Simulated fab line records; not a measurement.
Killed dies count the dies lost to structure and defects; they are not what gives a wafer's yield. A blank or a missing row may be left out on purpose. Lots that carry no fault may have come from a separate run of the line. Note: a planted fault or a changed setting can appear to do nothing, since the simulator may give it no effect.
8D (eight disciplines) problem report, filled in by code | flow nand harc | the parts of the form that need people (team, actions taken, sign-off) are left out

1. WHAT WENT WRONG
Mean of thk nm at NHARC_A_ONON_D1_THK_MEAS_18: 706 nm across 6 wafers in 2 lots; on wafers with no fault it is 999 nm (standard deviation 10). That puts it -29 standard deviations away from the usual mean.
The step: measures by ellipsometry.
The first sign was on wafer L535.2 at day 12 19:17, on film metro-01. At this step, 42 wafers from 14 lots have a number in the record. By rule, "out" or "out of limits" means more than 4 standard deviations away from the usual mean. The rest of the wafers with a number are treated as sound.

2. WHAT IT IS AND WHAT IT IS NOT
question                    | is                     | is not
which readings at this step | thk nm                 | -
which lots                  | L535, L536             | L524, L525, L526, L537, L538, L539, L541, L542, L544, L545, L546, L547
which wafers of those lots  | all that have a number | -
read on which gauges        | film metro-01          | film metro-02
when                        | from day 12 19:17      | up to then (9 sound wafers); but 27 sound wafers of L537, L538, L539, L541, L542, L544, L545, L546, L547 came after

3. WHAT RULES OUT EACH SUSPECT
Counting: any tool at a process step up to the reading is kept as a suspect provided that every lot that is out went through it and no sound lot did after the first of them.
- the gauge at NHARC_A_ONON_D1_THK_MEAS_18: ruled out. All the wafers that are out were read on film metro-01, but those of them that NHARC_END_SORT_01 has rows for are out there too, on other tools.
- pecvd onon-04 at NHARC_A_ONON_D1_DEP_16 (target thk 1000 nm): ruled out as a lasting fault. Sound lots L544, L547 ran on it after its first lot that is out, L535 (day 12 18:50).
Left after counting: nothing in the record.

4. THE CAUSE (what the simulator had put in)
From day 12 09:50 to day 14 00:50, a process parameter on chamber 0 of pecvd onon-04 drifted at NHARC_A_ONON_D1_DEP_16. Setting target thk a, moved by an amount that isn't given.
It was ruled out by counting, in error; the rule expects a fault to strike all lots run on its tool from its start on, and this fault did not.

5. SEQUENCE OF EFFECTS, ordered by route
Rows list readings where the struck wafers' mean (over those with a number) sits beyond 3 standard deviations from the usual. Readings are gone through only where the record gives a usual standard deviation; hours: the median, over the lots, of the time from a lot's start at the first step in this table giving one to that lot's start at this step; sigmas: the change measured in usual standard deviations.
hours | step                        | reading         | usual  | on struck wafers | change | sigmas
0     | NHARC_A_ONON_D1_THK_MEAS_18 | thk nm          | 999 nm | 706              | -293   | -29
391   | NHARC_END_SORT_01           | killed at array | 59     | 673              | +614   | +31
391   | NHARC_END_SORT_01           | killed dies     | 64     | 677              | +613   | +29

6. HOW IT WOULD HAVE BEEN CAUGHT EARLIER
In this record the first reading out of limits at a measuring or inspecting step was taken at day 12 19:17, 9 hours after the fault began at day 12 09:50.
Tool readings at NHARC_A_ONON_D1_DEP_16 with a usual standard deviation given in the record: none out on any struck wafer, hence no alarm at a limit of 4 standard deviations on them.
